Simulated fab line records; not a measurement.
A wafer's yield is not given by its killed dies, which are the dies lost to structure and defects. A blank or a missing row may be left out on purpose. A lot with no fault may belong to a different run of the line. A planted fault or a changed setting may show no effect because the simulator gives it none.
Comparing a struck lot with a sound one	flow n5Finfet	39 out of 1938 route steps
Sound: the wafers L458.2, L458.3, L458.6. Struck: wafer L448.3 (L448.4, L448.6, from the same lot, were not struck and are left out); the cause is given at the end.
For every step that has rows: the tool of each side, followed by ch and its chambers, followed by its first start. Under that, the readings that differ: sound wafers	struck wafers	difference of the means	sigmas: that difference in standard deviations of wafers without a fault.
alike: words and numbers the same on both sides, and readings whose means are apart by under 2 such deviations; not compared: readings that were withheld, readings missing a value for some wafer, numbers with overlapping values and no deviation given by the record, and bounds like >300 which may hide the same value.
The two part at a step that has a row with sigmas, a row that says differs or no value, or rows on one side only. Numbers that have no deviation but don't overlap get no sigmas and don't part them. A reading that every wafer of one side lacks parts them only if that side has two wafers or more.

first, 10 steps without rows for these wafers: N5_BEOL_M1_STRIP_36 (strips in N2/H2); N5_BEOL_M1_TRENCH_ETCH_37 (etches SiOC in C4F6/O2, target depth 55.207 nm, time 29 s); N5_BEOL_M1_ETCH_41 (etches SiCN in CH3F/O2, target depth 31.9 nm, time 57.8 s); N5_BEOL_M1_STRIP_97 (strips in N2/H2, time 10 s); N5_BEOL_M1_HM_STRIP_39 (strips TiN in peroxide tin strip, target depth 25 nm, time 158 s); N5_BEOL_M1_SRD_40 (time 30 s); N5_BEOL_M1_PRECLEAN_42 (cleans in residue remover, time 60 s); N5_BEOL_M1_SRD_43 (time 30 s); N5_BEOL_M1_DEGAS_44 (time 60 s); N5_BEOL_M1_PRE_CLEAN_45 (time 30 s).
N5_BEOL_M1_ALD_84: deposits TaN, pulse time 2 s, purge time 3 s, co reactant purge time 2 s.
  sound on aldMetal-02 ch 2,3, day 10 18:37; struck on aldMetal-03 ch 2, day 8 14:25
  alike: heaterPowerW
  not compared: sinceWetCleanH
then, 26 steps without rows for these wafers: N5_BEOL_M1_SURFACE_TREAT_85; N5_BEOL_M1_CVD_47 (deposits Co from CCTBA/H2, target thk 3 nm, time 223.8 s); N5_BEOL_M1_SPUTTER_48 (material Cu, target thk 4.5 nm, time 8.29 s); N5_BEOL_M1_ANNEAL_49 (time 240 s); N5_BEOL_M1_SPUTTER_79 (material Cu, target thk 4.5 nm, time 8.29 s); N5_BEOL_M1_ANNEAL_80 (time 240 s); N5_BEOL_M1_SPUTTER_81 (material Cu, target thk 4.5 nm, time 8.29 s); N5_BEOL_M1_ANNEAL_82 (time 240 s); N5_BEOL_M1_SPUTTER_86 (material Cu, target thk 4.5 nm, time 8.29 s); N5_BEOL_M1_ANNEAL_87 (time 240 s); N5_BEOL_M1_SPUTTER_88 (material Cu, target thk 4.5 nm, time 8.29 s); N5_BEOL_M1_ANNEAL_89 (time 240 s); N5_BEOL_M1_SPUTTER_90 (material Cu, target thk 4.5 nm, time 8.29 s); N5_BEOL_M1_ANNEAL_91 (time 240 s); N5_BEOL_M1_SPUTTER_92 (material Cu, target thk 4.5 nm, time 8.29 s); N5_BEOL_M1_ANNEAL_93 (time 240 s); N5_BEOL_M1_SPUTTER_94 (material Cu, target thk 4.5 nm, time 8.29 s); N5_BEOL_M1_ANNEAL_95 (time 240 s); N5_BEOL_M1_SPUTTER_96 (material Cu, target thk 4.5 nm, time 8.29 s); N5_BEOL_M1_ECD_50 (material Cu, target thk 300 nm); N5_BEOL_M1_ANNEAL_51 (time 90 s); N5_BEOL_M1_CMP_52 (polishes, stops on SiOC, t overpolish 6.8 s, target thk 40 nm); N5_BEOL_M1_PRE_CLEAN_60 (time 15 s); N5_BEOL_M1_CO_CAP_55 (material Co, precursor CCTBA/H2, target thk 2 nm, time 102.1 s); N5_BEOL_M1_PRE_CLEAN_56 (time 15 s); N5_BEOL_M1_DEP_57 (deposits SiCN from 3MS/NH3, target thk 8 nm, time 14 s).
-- record jumps: 2 days separate the struck wafers' starts on either side; left off in module BEOL_M1, taken up again in module BEOL_M4, whose first shown step is the route's number 1111 --
N5_BEOL_M4_RC_MEAS_101:
  sound on prober-02 ch 0, day 13 11:48; struck on prober-02 ch 0, day 10 18:48
reading	sound	struck	difference	sigmas
COMB_M1_max_site (S/m)	9.3e-11 5.9e-11 8.5e-11	4.03e-10	+3.24e-10	+18
  alike: DIBL_N, DIBL_P, IOFF_N, IOFF_P, ION_N, ION_P, SS_N, SS_P, VT_N, VT_P
-- record jumps: 5 days separate the struck wafers' starts on either side; left off in module BEOL_M4, taken up again in module PASSIVATION, whose first shown step is the route's number 1936 --
N5_PASSIVATION_PROBE_49:
  sound: prober-01 at day 17 22:40; struck: prober-01 at day 15 11:30
reading	sound	struck	difference	sigmas
defectLimitedYield (%)	90.5 91.1 89.4	87.3	-3.0	-2
killed_at_M0_to_M3	37 35 52	73	+32	+3
killedDies	112 105 125	150	+36	+2
killedOnRim	18 14 16	33	+17	+5
sort_bin_4_leakage (%)	0 0 0	3.14	+3.14	
sortNPass	1068 1075 1055	1030	-36	-2
sortYieldPct (%)	90.5 91.1 89.4	87.3	-3.0	-2
  alike: killed_at_M4_up, killedAtContacts, killedAtFrontEnd, killedAtOther, killedOpen, killedShort, sort_bin_5_function, sort_bin_6_memory

== WHERE THEY PART ==
Earliest at N5_BEOL_M4_RC_MEAS_101; latest, in this record, at N5_PASSIVATION_PROBE_49.

WHY: the cause the simulator had injected
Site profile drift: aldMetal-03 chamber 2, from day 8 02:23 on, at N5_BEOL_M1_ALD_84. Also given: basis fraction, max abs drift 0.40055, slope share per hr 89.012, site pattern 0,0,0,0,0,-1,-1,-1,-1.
